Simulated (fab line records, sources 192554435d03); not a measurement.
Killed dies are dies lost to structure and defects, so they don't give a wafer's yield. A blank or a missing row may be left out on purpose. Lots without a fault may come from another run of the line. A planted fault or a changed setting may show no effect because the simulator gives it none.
fab line records | flow n5_finfet
record lots=5 wafers=15 last_day=17
route steps=1938 shown BEOL_M0@742 BEOL_M1@751
lots that met no fault: from a run of the same line without faults
start_h: hours from the record's first day to the start of the lot's first wafer shown | wait_h: hours since the lot's step before | " the same as in the row above | L1.1+2: a row that stands for several wafers | - no value, or no start given | * or withheld: withheld | < > ~ a bound
route shown NAME@n: a module of which the file shows steps, and the number in the route of the first | usual: mean/standard deviation of fault-free wafers | same: alike in all rows | chamber/n: place in a boat | sites: the reading at each site | _std_site: their standard deviation | _edge_site: outer sites' mean less inner sites' | radius_mm: how far each site lies from the wafer's centre | mask NAME#n: copy n | behind: the tool/chamber that last shaped the wafer | hold: why the lot was held/for how many hours/how that ended | device: the transistor (n, p or np) that didn't switch | end of line: the same wafers' tests at the end of the route | a step without rows: its recipe alone | killed: dies lost to structure and defects at the first sort, not the wafer's yield | map: a wafer's dies, x killed, . not, _ none there
set.NAME: the setting as run; set.NAME@STEP: as run at that earlier step | model.NAME: the simulator's own value behind a step, which no gauge read
lots at some steps of the route; a table a step, a row a wafer
services: from which hour (start_h, from the record's first day; less than 0 if before it) a tool's chamber was out of use, for how many hours, and why
## steps
# step N5_BEOL_M0_ANNEAL_119
# recipe temp_c=225 time_s=90 ambient=N2
# usual wafer_temp_C_max=226.5/0.61
# columns lot.wafer tool chamber start_h wait_h wafer_temp_C_max
L075.3 rtp_anneal-02 0 139.53 0.1 227.7
L075.4 " 0 " " 226.9
L075.5 " 0 " " 226.3
L080.1 rtp_anneal-02 0 156.27 0.5 226.9
L080.2 " 0 " " 226.6
L080.6 " 0 " " 227.6
L084.2 rtp_anneal-01 0 179.06 0.1 225.6
L084.4 " 0 " " 225.6
L084.6 " 0 " " 226.5
L093.1 rtp_anneal-02 0 230.47 0.1 227.0
L093.5 " 0 " " 226.4
L093.6 " 0 " " 227.7
L096.1 rtp_anneal-01 0 252.89 0.1 225.8
L096.4 " 0 " " 225.6
L096.6 " 0 " " 225.4
# step N5_BEOL_M0_CMP_120
# recipe stop_on=SiOC t_overpolish_s=6.9 down_force_psi=1 platen_rpm=50 clearing_platen_down_force_psi=1.5 clearing_platen_rpm=50 post_cmp_clean=cu_alkaline clearing_platen_pad_velocity_m_s=0.99484 pad_velocity_m_s=0.99484
# usual barrier_field_endpoint_s=3.66/0.11 motor_current_A=5.9/0.64 overpolish_run_s=6.900/0.0092 time_to_endpoint_s=62/3.3
# columns lot.wafer tool chamber start_h wait_h barrier_field_endpoint_s motor_current_A overpolish_run_s time_to_endpoint_s
L075.4 cmp-02 1 139.73 0.1 3.69 5.2 6.897 65
L075.3 " 0 " " 3.58 5.4 6.895 60
L075.5 " 2 " " 3.76 5.5 6.900 68
L080.1 cmp-03 0 156.58 0.3 3.54 5.8 6.886 59
L080.2 " 2 " " 3.63 6.1 6.896 65
L080.6 " 1 " " 3.60 6.6 6.922 57
L084.2 cmp-04 1 179.35 0.2 3.54 5.8 6.899 54
L084.4 " 3 " " 3.69 7.3 6.891 60
L084.6 " 0 " " 3.67 6.6 6.896 61
L093.1 cmp-02 0 230.84 0.3 3.74 5.2 6.908 61
L093.6 " 2 " " 3.85 5.5 6.888 67
L093.5 " 3 " " 3.70 5.6 6.891 65
L096.1 cmp-02 2 253.19 0.3 3.63 5.4 6.905 63
L096.4 " 0 " " 3.47 5.5 6.916 57
L096.6 " 3 " " 3.68 5.6 6.906 63
# step N5_BEOL_M0_PRE_CLEAN_131
# recipe gas=NH3/H2 time_s=15 temp_c=* rf_power_w=300
# usual heater_power_w=85/13
# columns lot.wafer tool chamber start_h wait_h heater_power_w
L075.3 cvd_co-02 0 140.07 0.0 93
L075.4 " 0 " " 90
L075.5 " 1 " " 66
L080.1 cvd_co-02 2 156.91 0.0 101
L080.2 " 1 " " 65
L080.6 " 0 " " 92
L084.2 cvd_co-02 0 179.64 0.0 93
L084.4 " 1 " " 69
L084.6 " 0 " " 91
L093.1 cvd_co-01 1 231.10 0.0 93
L093.5 " 1 " " 95
L093.6 " 2 " " 71
L096.1 cvd_co-01 1 253.52 0.0 95
L096.4 " 1 " " 94
L096.6 " 0 " " 80
# step N5_BEOL_M0_CO_CAP_123
# recipe material=Co target_thk_a=20 temp_c=200 precursor=CCTBA/H2 pressure_torr=30 time_s=102.1
# usual chamber_pressure_Torr=30.00/0.061 heater_power_w=235/18
# columns lot.wafer tool chamber start_h wait_h chamber_pressure_Torr heater_power_w
L075.3 cvd_co-02 0 140.11 0.0 30.01 245
L075.4 " 0 " " 30.02 246
L075.5 " 1 " " 30.00 219
L080.1 cvd_co-02 2 156.95 0.0 29.93 255
L080.2 " 1 " " 29.97 208
L080.6 " 0 " " 29.98 246
L084.2 cvd_co-02 0 179.68 0.0 30.11 243
L084.4 " 1 " " 29.93 214
L084.6 " 0 " " 30.01 244
L093.1 cvd_co-01 1 231.14 0.0 29.97 256
L093.5 " 1 " " 29.96 251
L093.6 " 2 " " 29.94 218
L096.1 cvd_co-01 1 253.56 0.0 29.99 247
L096.4 " 1 " " 29.96 258
L096.6 " 0 " " 29.93 229
# step N5_BEOL_M0_PRE_CLEAN_124
# recipe gas=NH3 time_s=15 temp_c=withheld rf_power_w=300
# columns lot.wafer tool chamber start_h wait_h
L075.3+4+5 pecvd-03 0,2,0 140.20 0.1
L080.1+2+6 pecvd-03 1,0,0 157.04 0.1
L084.2+4+6 pecvd-02 2,0,2 179.77 0.1
L093.1+5+6 pecvd-01 0,2,1 231.23 0.1
L096.1+4+6 pecvd-02 1,1,2 253.65 0.1
# step N5_BEOL_M0_DEP_125
# recipe material=SiCN target_thk_a=80 temp_c=withheld precursor=3MS/NH3 pressure_torr=3 rf_w=202 time_s=14
# usual chamber_pressure_Torr=3.000/0.0065 showerhead_plenum_p_Torr=3.663/0.0097 throttle_valve_pct=9.3/0.47
# columns lot.wafer tool chamber start_h wait_h chamber_pressure_Torr showerhead_plenum_p_Torr throttle_valve_pct
L075.3 pecvd-03 0 140.22 0.0 2.984 3.668 8.9
L075.4 " 2 " " 2.991 3.668 9.2
L075.5 " 0 " " 3.002 3.672 8.7
L080.1 pecvd-03 1 157.07 0.0 2.992 3.676 9.5
L080.2 " 0 " " 3.009 3.675 8.7
L080.6 " 0 " " 3.003 3.678 9.0
L084.2 pecvd-02 2 179.80 0.0 3.006 3.653 9.1
L084.4 " 0 " " 3.000 3.678 9.7
L084.6 " 2 " " 2.997 3.652 9.1
L093.1 pecvd-01 0 231.26 0.0 3.001 3.673 9.0
L093.5 " 2 " " 2.999 3.657 8.9
L093.6 " 1 " " 3.014 3.663 10.2
L096.1 pecvd-02 1 253.68 0.0 2.998 3.658 9.3
L096.4 " 1 " " 2.999 3.652 9.1
L096.6 " 2 " " 2.989 3.656 9.2
# step N5_BEOL_M0_RS_MEAS_126
# recipe thk_meas_gauge=four-point-probe reads=Co_of_BEOL_M0_CO_CAP_123+Cu_of_BEOL_M0_ECD_118+Co_of_BEOL_M0_CVD_115+TaN_of_BEOL_M0_ALD_136
# usual M0_RS=0.533/0.019
# columns lot.wafer tool chamber start_h wait_h M0_RS[ohm/sq]
L075.3 film_metro-02 - 140.29 0.1 0.568
L075.4 " - " " 0.513
L075.5 " - " " 0.523
L080.1 film_metro-02 - 157.14 0.1 0.551
L080.2 " - " " 0.553
L080.6 " - " " 0.556
L084.2 film_metro-02 - 179.87 0.1 0.570
L084.4 " - " " 0.540
L084.6 " - " " 0.538
L093.1 film_metro-01 - 231.32 0.0 0.582
L093.5 " - " " 0.542
L093.6 " - " " 0.521
L096.1 film_metro-02 - 253.74 0.0 0.515
L096.4 " - " " 0.551
L096.6 " - " " 0.511
# step N5_BEOL_M0_INSPECT_127
# recipe inspect_instrument=darkfield mode=post_dep
# usual raw_defect_count=73/27
# columns lot.wafer tool chamber start_h wait_h raw_defect_count
L075.3 defect_inspect-02 - 140.32 0.0 91
L075.4 " - " " 38
L075.5 " - " " 45
L080.1 defect_inspect-02 - 157.16 0.0 79
L080.2 " - " " 32
L080.6 " - " " 44
L084.2 defect_inspect-02 - 179.89 0.0 70
L084.4 " - " " 102
L084.6 " - " " 87
L093.1 defect_inspect-01 - 231.35 0.0 30
L093.5 " - " " 31
L093.6 " - " " 54
L096.1 defect_inspect-02 - 253.77 0.0 66
L096.4 " - " " 75
L096.6 " - " " 61
# step N5_BEOL_M1_ILD_DEP_00
# recipe material=SiOC target_thk_a=790 temp_c=350 precursor=DEMS/O2 pressure_torr=5 rf_w=500 time_s=15.3
# usual chamber_pressure_Torr=4.998/0.012 heater_power_w=444/43 showerhead_plenum_p_Torr=5.690/0.011 throttle_valve_pct=12.1/0.7
# columns lot.wafer tool chamber start_h wait_h chamber_pressure_Torr heater_power_w showerhead_plenum_p_Torr throttle_valve_pct
L075.3 pecvd-01 2 140.35 0.0 4.988 400 5.677 11.5
L075.4 " 2 " " 5.012 393 5.665 11.3
L075.5 " 0 " " 4.998 430 5.697 12.0
L080.1 pecvd-02 1 157.20 0.0 4.982 473 5.688 11.5
L080.2 " 2 " " 5.014 481 5.692 11.9
L080.6 " 2 " " 5.006 483 5.689 12.0
L084.2 pecvd-01 2 179.93 0.0 4.977 457 5.688 11.8
L084.4 " 2 " " 5.003 458 5.682 11.4
L084.6 " 0 " " 4.995 462 5.688 12.0
L093.1 pecvd-02 1 231.39 0.0 4.996 533 5.691 12.1
L093.5 " 2 " " 5.010 508 5.670 12.1
L093.6 " 1 " " 4.976 430 5.673 11.8
L096.1 pecvd-02 1 253.80 0.0 5.001 441 5.690 11.6
L096.4 " 0 " " 5.005 429 5.711 12.8
L096.6 " 2 " " 5.001 499 5.698 11.8
# step N5_BEOL_M1_THK_MEAS_01
# recipe reads=SiOC_of_BEOL_M1_ILD_DEP_00
# usual M1_ILD_THK=79.2/1.1
# columns lot.wafer tool chamber start_h wait_h M1_ILD_THK[nm]
L075.3 film_metro-02 - 140.42 0.1 78.6
L075.4 " - " " 79.5
L075.5 " - " " 81.1
L080.1 film_metro-02 - 157.27 0.0 78.0
L080.2 " - " " 79.9
L080.6 " - " " 80.6
L084.2 film_metro-01 - 180.01 0.1 79.9
L084.4 " - " " 80.0
L084.6 " - " " 80.7
L093.1 film_metro-01 - 231.47 0.1 77.1
L093.5 " - " " 80.6
L093.6 " - " " 78.5
L096.1 film_metro-01 - 253.87 0.0 78.3
L096.4 " - " " 80.3
L096.6 " - " " 80.8
# step N5_BEOL_M1_PECVD_72
# recipe material=SiO2 target_thk_a=160 temp_c=400 precursor=TEOS/O2 pressure_torr=5.5 rf_w=450 teos_flow_sccm=53.8 gas=O2 flow_sccm=3000 time_s=18
# usual chamber_pressure_Torr=5.501/0.012 heater_power_w=667/70 showerhead_plenum_p_Torr=8.77/0.047 throttle_valve_pct=22.6/1.2
# columns lot.wafer tool chamber start_h wait_h chamber_pressure_Torr heater_power_w showerhead_plenum_p_Torr throttle_valve_pct
L075.3 pecvd-04 0 140.47 0.1 5.530 688 8.82 21.8
L075.4 " 1 " " 5.499 719 8.70 21.5
L075.5 " 1 " " 5.500 725 8.72 21.3
L080.1 pecvd-02 0 157.30 0.0 5.491 617 8.83 24.0
L080.2 " 1 " " 5.508 747 8.72 21.9
L080.6 " 2 " " 5.505 735 8.76 22.5
L084.2 pecvd-01 0 180.05 0.0 5.499 643 8.75 22.5
L084.4 " 0 " " 5.513 641 8.81 22.5
L084.6 " 2 " " 5.503 560 8.70 21.4
L093.1 pecvd-01 0 231.51 0.0 5.493 635 8.77 22.3
L093.5 " 2 " " 5.497 561 8.69 21.5
L093.6 " 0 " " 5.514 661 8.78 22.4
L096.1 pecvd-01 1 253.91 0.0 5.494 607 8.79 24.8
L096.4 " 2 " " 5.485 652 8.71 21.5
L096.6 " 1 " " 5.519 615 8.77 24.9
# step N5_BEOL_M1_HM_DEP_02
# recipe material=TiN target_thk_a=200 temp_c=25 chamber_pressure_pa=0.49996
# usual throttle_valve_pct=29.8/0.79
# columns lot.wafer tool chamber start_h wait_h throttle_valve_pct
L075.3 pvd_sputter-02 - 140.77 0.3 29.3
L075.4 " - " " 29.8
L075.5 " - " " 29.1
L080.1 pvd_sputter-03 - 161.13 3.8 29.9
L080.2 " - " " 31.1
L080.6 " - " " 30.9
L084.2 pvd_sputter-02 - 180.10 0.0 29.3
L084.4 " - " " 29.8
L084.6 " - " " 29.0
L093.1 pvd_sputter-02 - 232.58 1.0 29.6
L093.5 " - " " 29.4
L093.6 " - " " 30.7
L096.1 pvd_sputter-01 - 255.33 1.4 29.6
L096.4 " - " " 29.1
L096.6 " - " " 28.3
# step N5_BEOL_M1_COAT_61
# recipe resist=SOC temp_c=250 time_s=60 spin_rpm=1500 resist_thk_nm=60
# usual plate_temp_C=250.04/0.17
# columns lot.wafer tool chamber start_h wait_h plate_temp_C
L075.3 litho_track-04 0 140.90 0.1 249.91
L075.4 " 0 " " 250.05
L075.5 " 0 " " 249.91
L080.1 litho_track-01 0 161.26 0.1 250.08
L080.2 " 0 " " 250.06
L080.6 " 0 " " 250.06
L084.2 litho_track-01 0 180.23 0.1 250.07
L084.4 " 0 " " 250.16
L084.6 " 0 " " 249.86
L093.1 litho_track-03 0 232.70 0.1 249.68
L093.5 " 0 " " 249.87
L093.6 " 0 " " 249.63
L096.1 litho_track-01 0 255.46 0.1 250.05
L096.4 " 0 " " 250.20
L096.6 " 0 " " 250.37
# step N5_BEOL_M1_COAT_62
# recipe resist=SiARC temp_c=220 time_s=60 spin_rpm=1500 resist_thk_nm=12
# usual plate_temp_C=220.04/0.18
# columns lot.wafer tool chamber start_h wait_h plate_temp_C
L075.3 litho_track-04 0 - - 220.00
L075.4 " 0 " " 219.93
L075.5 " 0 " " 219.90
L080.1 litho_track-01 0 - - 219.74
L080.2 " 0 " " 219.77
L080.6 " 0 " " 219.97
L084.2 litho_track-01 0 - - 219.92
L084.4 " 0 " " 220.07
L084.6 " 0 " " 219.77
L093.1 litho_track-03 0 - - 220.21
L093.5 " 0 " " 220.36
L093.6 " 0 " " 220.06
L096.1 litho_track-01 0 - - 219.86
L096.4 " 0 " " 219.66
L096.6 " 0 " " 219.74
# step N5_BEOL_M1_COAT_73
# recipe resist=underlayer temp_c=205 time_s=60 spin_rpm=1500 resist_thk_nm=5
# usual plate_temp_C=205.02/0.18
# columns lot.wafer tool chamber start_h wait_h plate_temp_C
L075.3 litho_track-04 0 - - 205.36
L075.4 " 0 " " 205.33
L075.5 " 0 " " 205.27
L080.1 litho_track-01 0 - - 204.64
L080.2 " 0 " " 204.79
L080.6 " 0 " " 204.79
L084.2 litho_track-01 0 - - 205.00
L084.4 " 0 " " 204.74
L084.6 " 0 " " 204.84
L093.1 litho_track-03 0 - - 204.85
L093.5 " 0 " " 205.07
L093.6 " 0 " " 204.86
L096.1 litho_track-01 0 - - 204.99
L096.4 " 0 " " 204.98
L096.6 " 0 " " 204.91
# step N5_BEOL_M1_COAT_05
# recipe resist=CAR-EUV spin_rpm=1500 resist_thk_nm=30
# columns lot.wafer tool chamber start_h wait_h
L075.3+4+5 litho_track-04 0 - -
L080.1+2+6 litho_track-01 0 - -
L084.2+4+6 litho_track-01 0 - -
L093.1+5+6 litho_track-03 0 - -
L096.1+4+6 litho_track-01 0 - -
# step N5_BEOL_M1_EBR_07
# recipe solvent=PGMEA ebr_width_mm=1.5
# same ebr_width_mm=1.5
# columns lot.wafer tool chamber start_h wait_h
L075.3+4+5 litho_track-04 0 - -
L080.1+2+6 litho_track-01 0 - -
L084.2+4+6 litho_track-01 0 - -
L093.1+5+6 litho_track-03 0 - -
L096.1+4+6 litho_track-01 0 - -
# step N5_BEOL_M1_SOFTBAKE_06
# recipe temp_c=110 time_s=60 resist=CAR-EUV
# usual plate_temp_C=110.00/0.12
# columns lot.wafer tool chamber start_h wait_h plate_temp_C
L075.3 litho_track-04 0 - - 109.91
L075.4 " 0 " " 110.00
L075.5 " 0 " " 109.88
L080.1 litho_track-01 0 - - 110.13
L080.2 " 0 " " 110.14
L080.6 " 0 " " 110.24
L084.2 litho_track-01 0 - - 110.09
L084.4 " 0 " " 110.06
L084.6 " 0 " " 109.75
L093.1 litho_track-03 0 - - 109.79
L093.5 " 0 " " 110.01
L093.6 " 0 " " 109.82
L096.1 litho_track-01 0 - - 110.13
L096.4 " 0 " " 110.01
L096.6 " 0 " " 109.91
# step N5_BEOL_M1_EXPOSE_08
# recipe mask_id=M1 na=0.33 source_shape=dipole sigma_inner=0.369 sigma_outer=0.767 polarization=unpolarized dose_mj=33
# columns lot.wafer tool chamber start_h wait_h mask
L075.3+4+5 euv_scanner-01 0 141.16 - M1#0
L080.1+2+6 euv_scanner-02 0 161.52 - M1#0
L084.2+4+6 euv_scanner-02 0 180.50 - M1#0
L093.1+5+6 euv_scanner-01 0 232.96 - M1#0
L096.1+4+6 euv_scanner-02 0 255.60 - M1#0
# step N5_BEOL_M1_PEB_09
# recipe peb_temp_c=100 peb_time_s=60 resist=CAR-EUV
# usual plate_temp_C=99.99/0.13
# columns lot.wafer tool chamber start_h wait_h plate_temp_C
L075.3 litho_track-04 0 141.21 0.0 100.16
L075.4 " 0 " " 100.11
L075.5 " 0 " " 100.17
L080.1 litho_track-01 0 161.58 0.1 100.17
L080.2 " 0 " " 100.11
L080.6 " 0 " " 99.93
L084.2 litho_track-03 0 180.55 0.0 100.13
L084.4 " 0 " " 100.20
L084.6 " 0 " " 100.00
L093.1 litho_track-03 0 233.02 0.1 100.08
L093.5 " 0 " " 100.06
L093.6 " 0 " " 100.04
L096.1 litho_track-01 0 255.66 0.1 99.92
L096.4 " 0 " " 100.03
L096.6 " 0 " " 99.92
# step N5_BEOL_M1_DEVELOP_10
# recipe develop_time_s=30 developer=TMAH resist=CAR-EUV rinse_liquid=surfactant_rinse dry=air_spin dev_temp_c=23
# columns lot.wafer tool chamber start_h wait_h
L075.3+4+5 litho_track-04 0 - -
L080.1+2+6 litho_track-01 0 - -
L084.2+4+6 litho_track-03 0 - -
L093.1+5+6 litho_track-03 0 - -
L096.1+4+6 litho_track-01 0 - -
# step N5_BEOL_M1_CD_MEAS_11
# recipe target_cd_nm=17.05 landing_energy_ev=500 detector=se_inlens polarity=opening
# usual cd_nm=17.07/0.27
# columns lot.wafer tool chamber start_h wait_h cd_nm
L075.3 cd_sem-03 0 141.28 - 16.98
L075.4 " 0 " " 16.88
L075.5 " 0 " " 16.42
L080.1 cd_sem-02 0 161.65 - 17.35
L080.2 " 0 " " 17.67
L080.6 " 0 " " 17.41
L084.2 cd_sem-03 0 180.62 - 16.99
L084.4 " 0 " " 17.33
L084.6 " 0 " " 17.39
L093.1 cd_sem-01 0 233.09 - 16.55
L093.5 " 0 " " 16.90
L093.6 " 0 " " 16.69
L096.1 cd_sem-02 0 255.72 - 17.02
L096.4 " 0 " " 16.86
L096.6 " 0 " " 17.12
# step N5_BEOL_M1_OVL_MEAS_12
# recipe points_per_wafer=522
# usual M1_OVL=0.4/0.7
# columns lot.wafer tool chamber start_h wait_h M1_OVL[nm]
L075.3 overlay-01 0 141.32 0.0 1.0
L075.4 " 0 " " 0.5
L075.5 " 0 " " 0.7
L080.1 overlay-01 0 161.68 0.0 1.0
L080.2 " 0 " " 0.4
L080.6 " 0 " " 1.2
L084.2 overlay-02 0 180.65 0.0 0.7
L084.4 " 0 " " 0.6
L084.6 " 0 " " 1.2
L093.1 overlay-02 0 233.12 0.0 0.3
L093.5 " 0 " " 0.0
L093.6 " 0 " " -0.1
L096.1 overlay-01 0 255.75 0.0 1.2
L096.4 " 0 " " 1.3
L096.6 " 0 " " 1.3
# step N5_BEOL_M1_INSPECT_13
# recipe mode=adi inspect_instrument=brightfield
# usual raw_defect_count=427/89
# columns lot.wafer tool chamber start_h wait_h raw_defect_count
L075.3 defect_inspect-02 - 141.36 0.0 515
L075.4 " - " " 444
L075.5 " - " " 531
L080.1 defect_inspect-02 - 161.74 0.1 489
L080.2 " - " " 392
L080.6 " - " " 466
L084.2 defect_inspect-01 - 180.71 0.0 341
L084.4 " - " " 293
L084.6 " - " " 368
L093.1 defect_inspect-01 - 233.18 0.1 397
L093.5 " - " " 326
L093.6 " - " " 288
L096.1 defect_inspect-01 - 255.82 0.1 313
L096.4 " - " " 354
L096.6 " - " " 377
# step N5_BEOL_M1_DESCUM_16
# recipe chemistry=O2 time_s=7 source_power_w=50 bias_power_w=20 pressure_mtorr=20 rf_frequency_hz=2.712e+07 temp_c=40 resist=CAR-EUV o2_flow_sccm=225
# usual drypump_motor_current_A=5.8/0.59 oes_product_au=0.75/0.073 rf_vpp_V=243.0/1.4 showerhead_plenum_p_Torr=2.09/0.065 throttle_valve_pct=20.4/0.36
# columns lot.wafer tool chamber start_h wait_h drypump_motor_current_A oes_product_au rf_hours_counter_h rf_vpp_V showerhead_plenum_p_Torr throttle_valve_pct
L075.3 rie_diel-03 0 141.40 0.0 5.1 0.69 222 243.6 2.07 20.8
L075.4 " 2 " " 5.6 0.74 - 242.0 2.10 20.8
L075.5 " 0 " " 5.1 0.70 - 242.6 2.07 20.8
L080.1 rie_diel-04 3 161.78 0.0 6.2 0.74 198 242.8 2.05 20.2
L080.2 " 0 " " 5.9 0.75 125 239.6 1.93 20.4
L080.6 " 1 " " 5.3 0.84 - 241.2 2.03 20.0
L084.2 rie_diel-04 0 180.74 0.0 5.9 0.74 131 241.5 1.93 20.4
L084.4 " 2 " " 5.2 0.74 148 240.2 2.11 20.2
L084.6 " 3 " " 6.3 0.73 - 242.2 2.05 20.2
L093.1 rie_diel-03 3 233.21 0.0 5.8 0.76 111 243.7 2.10 20.2
L093.5 " 1 " " 6.3 0.68 - 245.3 2.14 20.2
L093.6 " 2 " " 5.6 0.72 - 241.4 2.09 20.9
L096.1 rie_diel-04 3 255.86 0.0 6.2 0.72 226 242.1 2.04 20.2
L096.4 " 2 " " 5.1 0.73 171 243.4 2.10 20.2
L096.6 " 3 " " 6.2 0.71 - 240.9 2.04 20.2
# step N5_BEOL_M1_ETCH_74
# recipe chemistry=N2/H2 target=underlayer target_depth_a=65 mask_material=CAR-EUV time_s=5.2 ion_energy_ev=200 pressure_mtorr=30 source_w=840 bias_w=150 n2_flow_sccm=200 h2_flow_sccm=200 ends=cleared
# usual drypump_motor_current_A=5.8/0.59 etch_rf_on_time_s=5.22/0.11 h2_flow_sccm=200.0/0.61 oes_product_au=0.64/0.064 rf_vpp_V=523.7/2.5 showerhead_plenum_p_Torr=2.54/0.078 throttle_valve_pct=17.8/0.32
# columns lot.wafer tool chamber start_h wait_h drypump_motor_current_A etch_rf_on_time_s h2_flow_sccm oes_product_au rf_hours_counter_h rf_vpp_V showerhead_plenum_p_Torr throttle_valve_pct
L075.3 rie_diel-03 0 141.43 0.0 5.1 5.27 200.1 0.59 222 524.6 2.50 18.1
L075.4 " 2 " " 5.6 5.15 199.3 0.64 - 522.9 2.51 18.0
L075.5 " 0 " " 5.1 5.27 199.6 0.60 - 523.2 2.50 18.1
L080.1 rie_diel-04 3 161.82 0.0 6.3 5.23 200.0 0.63 199 520.8 2.51 17.8
L080.2 " 0 " " 5.9 5.29 200.6 0.64 125 518.0 2.37 17.9
L080.6 " 1 " " 5.3 5.14 200.0 0.72 - 521.9 2.47 17.6
L084.2 rie_diel-04 0 180.77 0.0 5.9 5.29 200.4 0.64 131 517.8 2.36 17.9
L084.4 " 2 " " 5.2 5.34 200.6 0.63 148 521.8 2.54 17.6
L084.6 " 3 " " 6.3 5.24 199.5 0.62 - 521.8 2.51 17.8
L093.1 rie_diel-03 3 233.25 0.0 5.8 5.22 200.0 0.65 111 523.1 2.57 17.8
L093.5 " 1 " " 6.3 5.21 199.7 0.59 - 523.0 2.61 17.6
L093.6 " 2 " " 5.6 5.16 200.2 0.62 - 522.2 2.50 18.1
L096.1 rie_diel-04 3 255.89 0.0 6.2 5.18 199.8 0.61 226 523.2 2.50 17.8
L096.4 " 2 " " 5.2 5.29 200.0 0.63 171 522.9 2.53 17.6
L096.6 " 3 " " 6.3 5.15 200.3 0.61 - 522.6 2.50 17.8
# step N5_BEOL_M1_ETCH_63
# recipe chemistry=CF4 target=SiARC target_depth_a=156 mask_material=CAR-EUV time_s=26 ion_energy_ev=80 pressure_mtorr=40 source_w=545 bias_w=36 Ar_flow_sccm=100 cf4_flow_sccm=100 ends=cleared
# usual drypump_motor_current_A=5.8/0.58 etch_rf_on_time_s=26.1/0.44 oes_product_au=0.64/0.062 rf_vpp_V=184.0/1 showerhead_plenum_p_Torr=2.14/0.061 throttle_valve_pct=15.6/0.31
# columns lot.wafer tool chamber start_h wait_h drypump_motor_current_A etch_rf_on_time_s oes_product_au rf_hours_counter_h rf_vpp_V showerhead_plenum_p_Torr throttle_valve_pct
L075.3 rie_diel-03 0 141.45 0.0 5.1 26.4 0.60 222 182.6 2.13 16.0
L075.4 " 2 " " 5.6 26.1 0.63 - 184.4 2.12 15.9
L075.5 " 0 " " 5.1 26.6 0.60 - 183.5 2.13 16.0
L080.1 rie_diel-04 3 161.84 0.0 6.2 26.0 0.62 199 182.2 2.13 15.6
L080.2 " 0 " " 5.9 26.2 0.64 125 182.9 1.98 15.6
L080.6 " 1 " " 5.3 25.8 0.72 - 182.7 2.07 15.2
L084.2 rie_diel-04 0 180.79 0.0 5.9 26.1 0.65 131 180.7 1.98 15.6
L084.4 " 2 " " 5.2 26.6 0.64 148 183.9 2.14 15.2
L084.6 " 3 " " 6.2 26.2 0.62 - 183.4 2.13 15.6
L093.1 rie_diel-03 3 233.26 0.0 5.8 25.8 0.66 111 185.2 2.15 15.4
L093.5 " 1 " " 6.3 26.0 0.59 - 185.4 2.19 15.4
L093.6 " 2 " " 5.6 26.4 0.61 - 183.3 2.12 15.9
L096.1 rie_diel-04 3 255.91 0.0 6.2 26.1 0.61 226 184.2 2.12 15.7
L096.4 " 2 " " 5.2 26.8 0.62 171 185.0 2.13 15.3
L096.6 " 3 " " 6.2 26.2 0.61 - 182.7 2.12 15.7
# step N5_BEOL_M1_ETCH_64
# recipe chemistry=N2/H2 target=SOC target_depth_a=750 overetch_a=150 mask_material=SiARC temp_c=40 time_s=112.5 ion_energy_ev=200 pressure_mtorr=30 source_w=840 bias_w=150 n2_flow_sccm=200 h2_flow_sccm=200
# usual drypump_motor_current_A=5.8/0.58 h2_flow_sccm=200.1/0.6 oes_product_au=0.60/0.053 rf_vpp_V=523.8/2.3 showerhead_plenum_p_Torr=2.54/0.078 throttle_valve_pct=17.8/0.32
# columns lot.wafer tool chamber start_h wait_h drypump_motor_current_A h2_flow_sccm oes_product_au rf_hours_counter_h rf_vpp_V showerhead_plenum_p_Torr throttle_valve_pct
L075.3 rie_diel-03 0 141.48 0.0 5.1 199.7 0.56 222 524.6 2.50 18.1
L075.4 " 2 " " 5.6 199.3 0.58 - 521.8 2.51 18.0
L075.5 " 0 " " 5.1 200.3 0.57 - 524.3 2.50 18.1
L080.1 rie_diel-04 3 161.86 0.0 6.3 198.9 0.58 199 521.9 2.51 17.7
L080.2 " 0 " " 5.9 199.6 0.60 125 518.6 2.37 17.8
L080.6 " 1 " " 5.3 200.7 0.66 - 520.1 2.47 17.5
L084.2 rie_diel-04 0 180.82 0.0 5.9 200.1 0.60 131 517.6 2.36 17.8
L084.4 " 2 " " 5.2 200.6 0.61 148 523.7 2.54 17.5
L084.6 " 3 " " 6.2 199.7 0.58 - 523.5 2.51 17.7
L093.1 rie_diel-03 3 233.29 0.0 5.8 200.0 0.61 111 522.9 2.57 17.7
L093.5 " 1 " " 6.3 200.4 0.55 - 525.2 2.61 17.6
L093.6 " 2 " " 5.6 199.9 0.57 - 523.5 2.50 18.0
L096.1 rie_diel-04 3 255.94 0.0 6.3 200.3 0.56 226 523.0 2.50 17.8
L096.4 " 2 " " 5.2 200.5 0.59 171 522.4 2.53 17.5
L096.6 " 3 " " 6.2 200.2 0.56 - 522.7 2.50 17.8
# step N5_BEOL_M1_STRIP_65
# recipe chemistry=N2/H2 temp_c=40 n2_flow_sccm=200 h2_flow_sccm=200 rf_frequency_hz=6e+07
# columns lot.wafer tool chamber start_h wait_h
L075.3+4+5 rie_diel-03 0,2,0 141.58 0.1
L080.1+2+6 rie_diel-04 3,0,1 161.97 0.1
L084.2+4+6 rie_diel-04 0,2,3 180.93 0.1
L093.1+5+6 rie_diel-03 3,1,2 233.40 0.1
L096.1+4+6 rie_diel-04 3,2,3 256.04 0.1
# step N5_BEOL_M1_STRIP_75
# recipe chemistry=N2/H2 temp_c=40 n2_flow_sccm=200 h2_flow_sccm=200 rf_frequency_hz=6e+07
# columns lot.wafer tool chamber start_h wait_h
L075.3+4+5 rie_diel-03 0,2,0 141.59 0.0
L080.1+2+6 rie_diel-04 3,0,1 161.98 0.0
L084.2+4+6 rie_diel-04 0,2,3 180.94 0.0
L093.1+5+6 rie_diel-03 3,1,2 233.41 0.0
L096.1+4+6 rie_diel-04 3,2,3 256.05 0.0
## services
# columns tool chamber start_h hours kind
euv_scanner-01 - 117.03 4.6 pm
cvd_co-02 - 126.75 1.3 repair
euv_scanner-01 - 129.60 1.0 pm
rie_diel-03 3 133.54 12.3 repair
euv_scanner-02 - 140.89 4.6 pm
rie_diel-03 2 143.43 10.1 repair
euv_scanner-02 - 152.33 1.0 pm
cmp-02 - 158.53 3.9 repair
euv_scanner-01 - 185.75 1.0 pm
cvd_co-01 1 188.51 12.3 repair
cvd_co-02 - 190.66 2.2 repair
pecvd-03 0 191.30 24.5 repair
pecvd-02 - 192.70 1.1 repair
cvd_co-01 - 201.68 5.6 repair
pecvd-03 - 203.51 6.0 pm
euv_scanner-02 - 208.48 1.0 pm
rie_diel-04 1 209.51 16.5 repair
pecvd-01 0 214.42 5.7 repair
pecvd-02 0 223.39 11.9 repair
pecvd-03 - 225.10 5.1 repair
euv_scanner-01 - 227.72 1.2 repair
euv_scanner-01 - 241.90 1.0 pm
cmp-02 - 245.11 0.5 repair
pecvd-02 - 246.63 2.5 repair
## key
fault none
